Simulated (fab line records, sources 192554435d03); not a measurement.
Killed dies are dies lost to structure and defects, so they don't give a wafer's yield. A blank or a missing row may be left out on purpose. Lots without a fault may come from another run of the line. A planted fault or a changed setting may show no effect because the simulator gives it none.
One fault seen from 3 desks | flow n5_finfet | each desk has only its own numbers; what lay behind them comes last

THE DEFECT DESK
What the inspections along the route counted, lot by lot: means of the sampled wafers that have a number. A lot is out of limits, marked OUT, if its mean lies more than 4 standard deviations from the usual mean; the brackets give that distance.
Columns: A = raw_defect_count at N5_BEOL_M7_INSPECT_30, usual 413
lot  | first seen here | A
L183 | day 9 11:02     | 378
L187 | day 10 12:40    | 375
L192 | day 11 15:47    | 494
L195 | day 13 08:47    | 490
L199 | day 13 18:34    | 498
L205 | day 15 23:52    | 484
This desk's finding: nothing out of limits on any of the 6 lots.

THE METROLOGY DESK
What the gauges read, lot by lot, whatever tool the lot ran on: means of the sampled wafers that have a number. A lot is out of limits, marked OUT, if its mean lies more than 4 standard deviations from the usual mean; the brackets give that distance.
Columns: A = cd_nm at N5_BEOL_M7_CD_MEAS_28, usual 39.93 nm; B = V6_OVL at N5_BEOL_M7_OVL_MEAS_29, usual -0.1 nm
lot  | first seen here | A     | B
L183 | day 9 10:56     | 39.63 | 0.3
L187 | day 10 12:35    | 40.12 | -0.4
L192 | day 11 15:42    | 39.80 | 0.2
L195 | day 13 08:42    | 39.92 | 0.1
L199 | day 13 18:28    | 40.20 | -0.7
L205 | day 15 23:46    | 40.09 | 0.4
This desk's finding: nothing out of limits on any of the 6 lots.

THE TOOL OWNER'S DESK: rie_diel-01
The tool's own readings at N5_BEOL_M7_ETCH_66 (etches SOC in N2/H2, target depth 80 nm, overetch 16 nm, time 120 s): means of the sampled wafers that have a number, for each lot that ran on this tool. A lot is out of limits, marked OUT, if its mean lies more than 4 standard deviations from the usual mean; the brackets give that distance.
Columns: A = drypump_motor_current_A at N5_BEOL_M7_ETCH_66, usual 5.9 A; B = oes_product_au at N5_BEOL_M7_ETCH_66, usual 0.61 a.u.; C = rf_fwd_power_W at N5_BEOL_M7_ETCH_66, usual 836.0 W; D = rf_vpp_V at N5_BEOL_M7_ETCH_66, usual 524.1 V; E = showerhead_plenum_p_Torr at N5_BEOL_M7_ETCH_66, usual 2.55 Torr; F = throttle_valve_pct at N5_BEOL_M7_ETCH_66, usual 17.71 %
lot  | first seen here | A   | B    | C     | D     | E    | F
L192 | day 11 15:54    | 5.9 | 0.65 | 836.4 | 523.8 | 2.54 | 17.54
L195 | day 13 08:54    | 6.0 | 0.63 | 837.5 | 526.3 | 2.64 | 17.48
L199 | day 13 18:44    | 5.9 | 0.63 | 836.2 | 524.2 | 2.54 | 17.56
This desk's finding: nothing out of limits on any of the 3 lots.

PUT TOGETHER
The defect desk saw nothing out of limits.
The metrology desk saw nothing out of limits.
The tool owner's desk saw nothing out of limits.

WHAT THE SIMULATOR HAD PUT IN
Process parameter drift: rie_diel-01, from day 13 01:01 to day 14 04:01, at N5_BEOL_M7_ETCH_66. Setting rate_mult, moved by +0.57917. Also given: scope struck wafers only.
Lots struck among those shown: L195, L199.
